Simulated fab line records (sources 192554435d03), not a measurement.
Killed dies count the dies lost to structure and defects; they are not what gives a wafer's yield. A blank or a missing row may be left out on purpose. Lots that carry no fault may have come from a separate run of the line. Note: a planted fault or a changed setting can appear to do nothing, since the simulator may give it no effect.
Lot-split experiment	flow n5_finfet	21 wafers read from 7 lots, route of 1938 steps

== SPLIT DETAILS ==
At N5_MOL_CONTACT_COAG_EXPOSE_81 (exposes mask VG, defocus 0 nm), the setting dose_mj was moved away from the recipe's 59.5 on 9 of the 21 wafers read, by -7.0% to +6.7%. The other wafers ran this setting at the recipe's value.

== FROM THE SPLIT TO THE READING: what the file shows between them, 9 steps ==
- N5_MOL_CONTACT_COAG_PEB_82: peb time 60 s
- N5_MOL_CONTACT_COAG_DEVELOP_83: develop time 30 s
- N5_MOL_CONTACT_COAG_CD_MEAS_84: target cd 25.1 nm
- N5_MOL_CONTACT_COAG_ALD_131: deposits SiO2, target thk 5 nm, pulse time 1 s, co reactant pulse time 1 s (also split here: ald_cycles)
- N5_MOL_CONTACT_COAG_ETCHBACK_135: etches SiO2 in CHF3, target depth 25 nm, time 16.7 s (also split here: time_s)
- N5_MOL_CONTACT_COAG_STRIP_118: strips in CHF3
- N5_MOL_CONTACT_COAG_VIA_ETCH_46: etches SiO2 in C4F6/O2, target depth 46 nm, overetch 9.2 nm, time 40 s
- N5_MOL_CONTACT_COAG_PRECLEAN_144: cleans in alkaline clean, time 60 s
- N5_MOL_CONTACT_COAG_SRD_145: time 30 s

== THE READING ==
Shown in nm: cd_nm at N5_MOL_CONTACT_COAG_CD_MEAS_137, with target cd 16 nm. A value of 15.9 nm with a standard deviation of 0.31 nm is what fault-free wafers of this fab line usually give.

wafer	tool, chamber at the split	dose_mj as run	against the recipe	cd_nm, nm	against lot-mates on the recipe
L075.2	euv_scanner-02, 0	57.11	-4.0%	15.2	no lot-mate on the recipe
L075.3	euv_scanner-02, 0	57.11	-4.0%	14.6	no lot-mate on the recipe
L075.6	euv_scanner-02, 0	57.11	-4.0%	14.8	no lot-mate on the recipe
L083.1	euv_scanner-02, 0	59.5	recipe	15.6	-
L083.4	euv_scanner-02, 0	63.08	+6.0%	17.2	+1.6
L083.5	euv_scanner-02, 0	63.08	+6.0%	17.2	+1.6
L087.2	euv_scanner-01, 0	59.5	recipe	15.9	-
L087.3	euv_scanner-01, 0	56.21	-5.5%	14.5	-1.2
L087.6	euv_scanner-01, 0	59.5	recipe	15.5	-
L086.3	euv_scanner-02, 0	59.5	recipe	16.2	-
L086.5	euv_scanner-02, 0	59.5	recipe	15.8	-
L086.6	euv_scanner-02, 0	59.5	recipe	15.6	-
L091.2	euv_scanner-01, 0	55.34	-7.0%	14.9	-1.5
L091.3	euv_scanner-01, 0	55.34	-7.0%	14.3	-2.1
L091.5	euv_scanner-01, 0	59.5	recipe	16.4	-
L093.2	euv_scanner-01, 0	63.47	+6.7%	16.7	+1.1
L093.5	euv_scanner-01, 0	59.5	recipe	15.9	-
L093.6	euv_scanner-01, 0	59.5	recipe	15.2	-
L095.2	euv_scanner-01, 0	59.5	recipe	15.6	-
L095.3	euv_scanner-01, 0	59.5	recipe	16.3	-
L095.6	euv_scanner-01, 0	59.5	recipe	15.9	-

FIT RESULTS
A straight line over all 21 wafers: cd_nm changes by +0.198 nm for each +1% of dose_mj; r = +0.92; the points scatter about the line by 0.34 nm.
The same after taking each lot's own level away (the mean of its wafers on the recipe; 18 wafers): +0.239 nm for each +1%; r = +0.96; scatter 0.28 nm.
The reading moves by 1.7 nm for the largest change in dose_mj, on that fit.
From 15.55 to 16.40 nm: that is the span of the lots' own levels, equal to 2.7 times the standard deviation above.
Hence the slope depends on the lot-to-lot level, as the two fits are not the same.
Check: for one of the wafers moved furthest among these (-7.0%), held out of the fit, the line's prediction against its lot-mates is -1.75 nm. It came out at -1.5 nm against them.

== FURTHER SPLITS ON THESE WAFERS ==
Before the reading, these wafers also passed through other splits. Each is held against what the fit with the lots' levels taken away leaves over:
other split on the same wafers	wafers away from the commonest value	r with cd_nm (lot level and that fit taken away)
N5_GATE_CUT_COAT_27 spin_rpm	6	+0.09
N5_GATE_CUT_EXPOSE_10 dose_mj	9	-0.08
N5_MOL_CONTACT_COAG_ALD_131 ald_cycles	7	-0.13
N5_MOL_CONTACT_COAG_ETCHBACK_135 time_s	4	+0.39

== THE WHOLE CHAIN: every reading that the file lists as answering this split, in the file's order ==
step	what it does	reading	change (the file's fit)	r (the file's)
N5_MOL_CONTACT_COAG_CD_MEAS_84	target cd 25.1 nm	cd_nm	+0.228 nm for each +1% of the setting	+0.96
N5_MOL_CONTACT_COAG_CD_MEAS_137	target cd 16 nm	cd_nm	+0.228 nm for each +1% of the setting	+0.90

== THE FILE'S OWN FIT ==
cd_nm changes by +0.228 nm for each +1% of dose_mj, r = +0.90.
